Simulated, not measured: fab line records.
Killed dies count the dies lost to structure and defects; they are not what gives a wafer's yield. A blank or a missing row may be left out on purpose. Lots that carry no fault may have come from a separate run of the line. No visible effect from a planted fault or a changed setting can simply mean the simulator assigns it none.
Matching of chambers / flow n5-finfet / 4 sister chambers for N5_BEOL_M6_CMP_52 on cmp-04
The step polishes, stops on SiCOH lowk, t overpolish 6.9 s, target thk 80 nm. 4 wafers are shown with their chamber, then 8 later ones without.

== WAFERS PAIRED WITH THEIR CHAMBERS ==
wafer=L085.2; chamber=1; motor-current-A (A)=5.9
wafer=L085.5; chamber=3; motor-current-A (A)=5.3
wafer=L085.6; chamber=0; motor-current-A (A)=6.0
wafer=L086.1; chamber=2; motor-current-A (A)=6.2

== WAFERS MISSING THEIR CHAMBER ==
wafer=L086.3; motor-current-A (A)=6.0
wafer=L086.5; motor-current-A (A)=6.0
wafer=L089.1; motor-current-A (A)=5.3
wafer=L089.4; motor-current-A (A)=5.9
wafer=L089.5; motor-current-A (A)=5.5
wafer=L094.1; motor-current-A (A)=5.8
wafer=L094.5; motor-current-A (A)=5.5
wafer=L094.6; motor-current-A (A)=5.9

== EACH ONE'S CHAMBER ==
wafer=L086.3; from the rows above=can't be placed: 0 or 1 or 2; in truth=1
wafer=L086.5; from the rows above=can't be placed: 0 or 1 or 2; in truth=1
wafer=L089.1; from the rows above=3; in truth=3
wafer=L089.4; from the rows above=can't be placed: 1 or 0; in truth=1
wafer=L089.5; from the rows above=can't be placed: 3 or 1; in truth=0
wafer=L094.1; from the rows above=can't be placed: 1 or 0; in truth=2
wafer=L094.5; from the rows above=can't be placed: 3 or 1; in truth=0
wafer=L094.6; from the rows above=can't be placed: 1 or 0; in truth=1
Correctly placed: 1 of 8. Not placeable from these rows: 7 (in 4, the candidates include the true chamber). Placed wrongly: 0.
How it was worked out, from the rows above alone: a wafer's distance from a chamber is the root of the sum, over the readings, of the square of ((its reading less the chamber's mean) divided by the reading's scatter). If the next closest chamber is less than 2 further off than the closest, the wafer can't be placed; otherwise it belongs to the closest. The mean given for a chamber averages the wafers shown for that chamber. The scatter (one wafer shown for each chamber): square how far every hidden wafer sits from the nearest shown wafer, average those squares and take the square root.
